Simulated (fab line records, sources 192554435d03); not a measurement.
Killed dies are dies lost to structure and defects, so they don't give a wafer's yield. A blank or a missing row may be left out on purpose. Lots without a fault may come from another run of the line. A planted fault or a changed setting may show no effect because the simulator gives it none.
Split-lot experiment | flow n5_finfet | 7 lots, 21 wafers read, on a route of 1938 steps

THE SPLIT
At N5_FIN_SAQP_HM_DEP_72 (deposits SiO2 from SiH4/N2O, target thk 12 nm, time 7.2 s), the setting time_s was moved away from the recipe's 7.2 s on 7 of the 21 wafers read, by -5.5% to +14.5%. The other wafers ran this setting at the recipe's value.

FROM THE SPLIT TO THE READING: what the file shows between them, 4 steps
- N5_FIN_SAQP_COAT_49: time 60 s, resist thk 100 nm
- N5_FIN_SAQP_COAT_50: time 60 s, resist thk 35 nm
- N5_FIN_SAQP_ETCH_52: etches SOC in N2/H2, target depth 100 nm, overetch 20 nm, time 150 s
- N5_FIN_SAQP_STRIP_53: strips in N2/H2

THE READING
etch.depth_nm (the simulator's own value, which no gauge read), in nm, at N5_FIN_SAQP_HM_OPEN_73 (chemistry CHF3/O2, target SiO2, stops on a-Si, target depth 12 nm, time 16.8 s). The file gives no usual value for it. The 14 wafers here that ran the recipe average 12.04 nm, standard deviation 0.19 nm.

wafer  | tool, chamber at the split | time_s as run, s | against the recipe | etch.depth_nm, nm | against lot-mates on the recipe
L075.1 | pecvd-03, 0                | 7.725            | +7.3%              | 12.84             | +0.97
L075.3 | pecvd-03, 2                | 7.2              | recipe             | 11.87             | -
L075.4 | pecvd-03, 2                | 7.725            | +7.3%              | 13                | +1.13
L083.1 | pecvd-02, 1                | 7.2              | recipe             | 11.82             | -
L083.2 | pecvd-02, 0                | 7.2              | recipe             | 12.06             | -
L083.6 | pecvd-02, 1                | 7.2              | recipe             | 12.23             | -
L084.3 | pecvd-03, 2                | 7.2              | recipe             | 11.79             | -
L084.4 | pecvd-03, 1                | 7.2              | recipe             | 12.11             | -
L084.6 | pecvd-03, 2                | 7.2              | recipe             | 11.82             | -
L089.1 | pecvd-02, 1                | 7.847            | +9.0%              | 13.04             | +0.98
L089.2 | pecvd-02, 0                | 7.2              | recipe             | 12.06             | -
L089.4 | pecvd-02, 1                | 7.847            | +9.0%              | 13.09             | +1.03
L091.4 | pecvd-04, 1                | 6.805            | -5.5%              | 11.4              | -0.48
L091.5 | pecvd-04, 1                | 6.805            | -5.5%              | 11.22             | -0.66
L091.6 | pecvd-04, 0                | 7.2              | recipe             | 11.88             | -
L095.3 | pecvd-02, 1                | 7.2              | recipe             | 12.1              | -
L095.4 | pecvd-02, 2                | 7.2              | recipe             | 12.2              | -
L095.5 | pecvd-02, 0                | 7.2              | recipe             | 12.41             | -
L097.2 | pecvd-02, 1                | 7.2              | recipe             | 11.99             | -
L097.4 | pecvd-02, 1                | 7.2              | recipe             | 12.28             | -
L097.5 | pecvd-02, 0                | 8.241            | +14.5%             | 14.05             | +1.92

THE FIT
A straight line over all 21 wafers: etch.depth_nm changes by +0.128 nm for each +1% of time_s; r = +0.96; the points scatter about the line by 0.17 nm.
The same after taking each lot's own level away (the mean of its wafers on the recipe; 21 wafers): +0.124 nm for each +1%; r = +0.98; scatter 0.14 nm.
On that fit, the largest move of time_s shifts the reading by 1.8 nm.
The lots' own levels span 11.870 to 12.237 nm, that is 2.0 times the standard deviation above.
So the lot-to-lot level changes the slope little: the two slopes agree.
Check: with one of the wafers moved furthest among these (+14.5%) left out of the fit, the line predicts +1.75 nm for it against its lot-mates. It came out at +1.92 nm against them.

OTHER SPLITS ON THESE WAFERS
These wafers also went through other splits before the reading. Each is held against what the fit with the lots' levels taken away leaves over:
other split on the same wafers | wafers away from the commonest value | r with etch.depth_nm (lot level and that fit taken away)
N5_WELL_APT_EXPOSE_05 dose_mj  | 7                                    | +0.04
N5_WELL_APT_DESCUM_13 time_s   | 4                                    | +0.06
N5_FIN_SAQP_HM_DEP_03 time_s   | 6                                    | +0.21

THE WHOLE CHAIN: every reading that the file lists as answering this split, in the file's order
step                   | what it does                                                                   | reading                                                                            | change (the file's fit)               | r (the file's)
N5_FIN_SAQP_HM_DEP_72  | deposits SiO2 from SiH4/N2O, target thk 12 nm, time 7.2 s                      | SiO2_of_FIN_SAQP_HM_DEP_72.thk_nm (the simulator's own value, which no gauge read) | +0.128 nm for each +1% of the setting | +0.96
N5_FIN_SAQP_HM_OPEN_73 | chemistry CHF3/O2, target SiO2, stops on a-Si, target depth 12 nm, time 16.8 s | etch.depth_nm (the simulator's own value, which no gauge read)                     | +0.128 nm for each +1% of the setting | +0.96

THE FILE'S OWN FIT
etch.depth_nm changes by +0.128 nm for each +1% of time_s, r = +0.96.
